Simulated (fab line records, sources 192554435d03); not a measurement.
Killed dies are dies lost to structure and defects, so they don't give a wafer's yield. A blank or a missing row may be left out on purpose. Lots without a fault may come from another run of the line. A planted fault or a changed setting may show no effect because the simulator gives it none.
fab line records | flow n5_finfet
record lots=6 wafers=18 last_day=16
route steps=1938 shown BEOL_M11@1587
lots that met no fault: from a run of the same line without faults
start_h: hours from the record's first day to the start of the lot's first wafer shown | wait_h: hours since the lot's step before | " the same as in the row above | L1.1+2: a row that stands for several wafers | - no value, or no start given | * or withheld: withheld | < > ~ a bound
route shown NAME@n: a module of which the file shows steps, and the number in the route of the first | usual: mean/standard deviation of fault-free wafers | same: alike in all rows | chamber/n: place in a boat | sites: the reading at each site | _std_site: their standard deviation | _edge_site: outer sites' mean less inner sites' | radius_mm: how far each site lies from the wafer's centre | mask NAME#n: copy n | behind: the tool/chamber that last shaped the wafer | hold: why the lot was held/for how many hours/how that ended | device: the transistor (n, p or np) that didn't switch | end of line: the same wafers' tests at the end of the route | a step without rows: its recipe alone | killed: dies lost to structure and defects at the first sort, not the wafer's yield | map: a wafer's dies, x killed, . not, _ none there
set.NAME: the setting as run; set.NAME@STEP: as run at that earlier step | model.NAME: the simulator's own value behind a step, which no gauge read
lots at some steps of the route; a table a step, a row a wafer
services: from which hour (start_h, from the record's first day; less than 0 if before it) a tool's chamber was out of use, for how many hours, and why
## steps
# step N5_BEOL_M11_CURE_72
# recipe temp_c=370 time_s=120 ambient=DMADMS/He material=SiCOH_lowk
# step N5_BEOL_M11_DEGAS_44
# recipe ambient=vacuum temp_c=250 time_s=60
# usual heater_power_w=329/34
# columns lot.wafer tool chamber start_h wait_h heater_power_w
L382.1 pvd_sputter-03 - 229.25 0.6 326
L382.4 " - " " 344
L382.5 " - " " 371
L385.3 pvd_sputter-01 - 259.40 0.2 282
L385.4 " - " " 306
L385.6 " - " " 358
L387.3 pvd_sputter-03 - 261.81 0.2 377
L387.4 " - " " 341
L387.5 " - " " 376
L386.2 pvd_sputter-03 - 265.48 0.5 379
L386.3 " - " " 348
L386.4 " - " " 322
L396.1 pvd_sputter-02 - 336.42 1.4 334
L396.2 " - " " 281
L396.6 " - " " 283
L400.1 pvd_sputter-01 - 341.51 0.8 313
L400.2 " - " " 349
L400.6 " - " " 291
# step N5_BEOL_M11_PRE_CLEAN_45
# recipe gas=H2/He time_s=30 temp_c=250
# usual heater_power_w=329/34
# columns lot.wafer tool chamber start_h wait_h heater_power_w
L382.1 pvd_sputter-03 - 229.29 0.0 327
L382.4 " - " " 345
L382.5 " - " " 369
L385.3 pvd_sputter-01 - 259.44 0.0 278
L385.4 " - " " 310
L385.6 " - " " 351
L387.3 pvd_sputter-03 - 261.85 0.0 380
L387.4 " - " " 347
L387.5 " - " " 369
L386.2 pvd_sputter-03 - 265.52 0.0 373
L386.3 " - " " 345
L386.4 " - " " 325
L396.1 pvd_sputter-02 - 336.46 0.0 331
L396.2 " - " " 284
L396.6 " - " " 285
L400.1 pvd_sputter-01 - 341.55 0.0 304
L400.2 " - " " 352
L400.6 " - " " 274
# step N5_BEOL_M11_ALD_74
# recipe material=TaN target_thk_a=20 temp_c=275 ald_precursor_family=PDMAT ald_co_reactant=NH3 pressure_torr=3 carrier_flow_sccm=1500 pulse_time_s=2 purge_time_s=3 co_reactant_purge_time_s=2 co_reactant_pulse_time_s=3 ald_cycles=40 precursor_vessel_temp_c=75 precursor_vessel_pressure_torr=26.25 precursor_vessel_carrier_sccm=1000
# usual chamber_pressure_Torr=3.001/0.0072 heater_power_outer_w=227/25 heater_power_w=409/48
# columns lot.wafer tool chamber start_h wait_h chamber_pressure_Torr heater_power_outer_w heater_power_w
L382.1 ald_metal-01 0 229.36 0.0 3.005 219 386
L382.4 " 1 " " 3.002 279 519
L382.5 " 0 " " 3.002 212 388
L385.3 ald_metal-04 3 259.50 0.0 2.993 250 459
L385.4 " 3 " " 3.002 264 461
L385.6 " 2 " " 3.006 204 366
L387.3 ald_metal-04 1 262.01 0.1 3.009 227 368
L387.4 " 3 " " 3.006 267 458
L387.5 " 2 " " 3.008 199 371
L386.2 ald_metal-04 1 265.66 0.1 2.995 222 377
L386.3 " 3 " " 3.022 254 463
L386.4 " 0 " " 3.027 280 510
L396.1 ald_metal-02 0 336.66 0.2 2.981 240 445
L396.2 " 1 " " 2.982 201 394
L396.6 " 1 " " 2.999 201 384
L400.1 ald_metal-04 0 341.61 0.0 3.007 282 495
L400.2 " 3 " " 2.995 256 456
L400.6 " 1 " " 3.002 219 373
# step N5_BEOL_M11_SURFACE_TREAT_76
# recipe gas=Ar time_s=* ion_energy_ev=* ion_current_ma_cm2=0.5 pressure_mtorr=* ar_flow_sccm=30
# usual throttle_valve_pct=*
# columns lot.wafer tool chamber start_h wait_h throttle_valve_pct
L382.1 pvd_sputter-03 - 229.65 0.2 *
L382.4 " - " " *
L382.5 " - " " *
L385.3 pvd_sputter-02 - 259.97 0.3 *
L385.4 " - " " *
L385.6 " - " " *
L387.3 pvd_sputter-03 - 262.32 0.2 *
L387.4 " - " " *
L387.5 " - " " *
L386.2 pvd_sputter-03 - 265.98 0.2 *
L386.3 " - " " *
L386.4 " - " " *
L396.1 pvd_sputter-02 - 336.98 0.2 *
L396.2 " - " " *
L396.6 " - " " *
L400.1 pvd_sputter-03 - 341.90 0.2 *
L400.2 " - " " *
L400.6 " - " " *
# step N5_BEOL_M11_CVD_75
# recipe material=Co target_thk_a=20 temp_c=withheld precursor=CCTBA/H2 pressure_torr=30 time_s=138.9
# step N5_BEOL_M11_SPUTTER_48
# recipe material=Cu target_thk_a=120 temp_c=-20 bias_v=60 power_w=26000 chamber_pressure_pa=0.13 time_s=2
# usual throttle_valve_pct=30.2/0.9
# columns lot.wafer tool chamber start_h wait_h throttle_valve_pct
L382.1 pvd_sputter-01 - 229.89 0.1 29.6
L382.4 " - " " 30.8
L382.5 " - " " 31.3
L385.3 pvd_sputter-02 - 260.29 0.2 29.1
L385.4 " - " " 30.1
L385.6 " - " " 29.3
L387.3 pvd_sputter-01 - 262.54 0.1 30.8
L387.4 " - " " 32.0
L387.5 " - " " 31.7
L386.2 pvd_sputter-03 - 266.22 0.1 30.3
L386.3 " - " " 29.5
L386.4 " - " " 31.7
L396.1 pvd_sputter-03 - 337.16 0.1 30.3
L396.2 " - " " 31.8
L396.6 " - " " 29.8
L400.1 pvd_sputter-02 - 342.11 0.1 29.7
L400.2 " - " " 30.3
L400.6 " - " " 29.4
# step N5_BEOL_M11_ECD_50
# recipe material=Cu target_thk_a=3180
# step N5_BEOL_M11_ANNEAL_51
# recipe temp_c=225 time_s=90 ambient=N2
# step N5_BEOL_M11_CMP_52
# recipe stop_on=SiCOH_lowk t_overpolish_s=7 down_force_psi=1 platen_rpm=50 clearing_platen_down_force_psi=1.5 clearing_platen_rpm=50 post_cmp_clean=cu_alkaline target_thk_nm=140 clearing_platen_pad_velocity_m_s=0.99484 pad_velocity_m_s=0.99484
# step N5_BEOL_M11_THK_MEAS_53
# recipe thk_meas_gauge=xrf reads=Cu_of_BEOL_M11_ECD_50
# usual M11_THK=145/3.5
# columns lot.wafer tool chamber start_h wait_h M11_THK[nm]
L382.1 film_metro-01 - 230.71 - 156
L382.4 " - " " 149
L382.5 " - " " 156
L385.3 film_metro-02 - 261.29 - 147
L385.4 " - " " 140
L385.6 " - " " 141
L387.3 film_metro-02 - 263.64 - 144
L387.4 " - " " 144
L387.5 " - " " 143
L386.2 film_metro-01 - 267.36 - 145
L386.3 " - " " 150
L386.4 " - " " 147
L396.1 film_metro-01 - 338.27 - 153
L396.2 " - " " 150
L396.6 " - " " 148
L400.1 film_metro-02 - 343.01 - 148
L400.2 " - " " 144
L400.6 " - " " 150
# step N5_BEOL_M11_PRE_CLEAN_55
# recipe gas=NH3 time_s=15 temp_c=withheld rf_power_w=300
# step N5_BEOL_M11_DEP_56
# recipe material=SiCN target_thk_a=300 temp_c=withheld precursor=3MS/NH3 pressure_torr=3 rf_w=675 time_s=10.5
# usual chamber_pressure_Torr=2.999/0.0066 showerhead_plenum_p_Torr=4.160/0.015 throttle_valve_pct=17.8/0.82
# columns lot.wafer tool chamber start_h wait_h chamber_pressure_Torr showerhead_plenum_p_Torr throttle_valve_pct model.SiCN_of_BEOL_M11_DEP_56.thk_nm
L382.1 pecvd-01 0 230.77 0.0 2.993 4.168 16.5 30
L382.4 " 1 " " 3.000 4.168 18.8 30.4
L382.5 " 0 " " 2.996 4.165 16.6 30.4
L385.3 pecvd-04 1 261.38 0.0 3.004 4.153 18.4 29.8
L385.4 " 0 " " 2.987 4.136 17.8 30
L385.6 " 0 " " 2.994 4.147 17.9 30
L387.3 pecvd-04 1 263.73 0.0 3.011 4.160 18.4 46
L387.4 " 0 " " 2.998 4.131 17.7 45.8
L387.5 " 1 " " 2.993 4.146 18.4 30
L386.2 pecvd-04 0 267.44 0.0 2.998 4.131 17.9 45.8
L386.3 " 0 " " 2.987 4.148 18.0 46.2
L386.4 " 1 " " 3.005 4.132 18.1 46
L396.1 pecvd-01 2 338.34 0.0 3.005 4.161 17.1 29.6
L396.2 " 1 " " 3.002 4.173 19.0 29.8
L396.6 " 2 " " 3.012 4.163 17.1 30.4
L400.1 pecvd-01 0 343.07 0.0 3.010 4.157 16.5 29.6
L400.2 " 2 " " 3.007 4.172 16.9 29.6
L400.6 " 0 " " 3.004 4.176 16.6 30.6
# step N5_BEOL_M11_RS_MEAS_57
# recipe thk_meas_gauge=four-point-probe reads=Cu_of_BEOL_M11_ECD_50+Co_of_BEOL_M11_CVD_75+TaN_of_BEOL_M11_ALD_74
# usual M11_RS=0.151/0.0037
# columns lot.wafer tool chamber start_h wait_h M11_RS[ohm/sq]
L382.1 film_metro-01 - 230.83 0.0 0.142
L382.4 " - " " 0.148
L382.5 " - " " 0.141
L385.3 film_metro-01 - 261.44 0.0 0.147
L385.4 " - " " 0.155
L385.6 " - " " 0.154
L387.3 film_metro-02 - 263.79 0.0 0.153
L387.4 " - " " 0.152
L387.5 " - " " 0.153
L386.2 film_metro-02 - 267.52 0.1 0.151
L386.3 " - " " 0.147
L386.4 " - " " 0.151
L396.1 film_metro-01 - 338.40 0.0 0.144
L396.2 " - " " 0.146
L396.6 " - " " 0.149
L400.1 film_metro-02 - 343.14 0.0 0.148
L400.2 " - " " 0.153
L400.6 " - " " 0.146
## services
# columns tool chamber start_h hours kind
pecvd-04 2 217.99 6.7 repair
pecvd-01 1 218.87 5.0 scheduled_down
pecvd-04 2 246.07 5.5 scheduled_down
ald_metal-04 0 250.53 14.7 repair
pecvd-04 2 251.58 - clean
pecvd-04 2 251.58 - consumable_replace:showerhead
pecvd-04 2 251.58 29.0 scheduled_down
pecvd-04 2 251.58 29.0 vent_cycle
ald_metal-01 1 252.08 4.1 repair
pvd_sputter-01 - 265.60 4.9 repair
pvd_sputter-02 - 306.05 1.9 repair
pecvd-01 - 318.31 6.0 pm
ald_metal-01 - 337.25 14.0 pm
ald_metal-01 0 337.25 14.0 vent_cycle
ald_metal-01 1 337.25 14.0 vent_cycle
ald_metal-01 2 337.25 14.0 vent_cycle
ald_metal-01 3 337.25 14.0 vent_cycle
## key
first_sign none at tools or gauges
model_effect step=N5_BEOL_M11_DEP_56 value=SiCN_of_BEOL_M11_DEP_56.thk_nm without=30 struck=45.96
met_at N5_BEOL_M11_DEP_56
struck_wafers L386.2,L386.3,L386.4,L387.3,L387.4
onset_between 261.38 263.73
fault kind=process_parameter_drift tool=pecvd-04 chamber=- onset_h=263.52 steps=N5_BEOL_M11_DEP_56 channel=time_s offset=* shape=step end_h=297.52 scope=struck_wafers_only acts_in=* stated=*
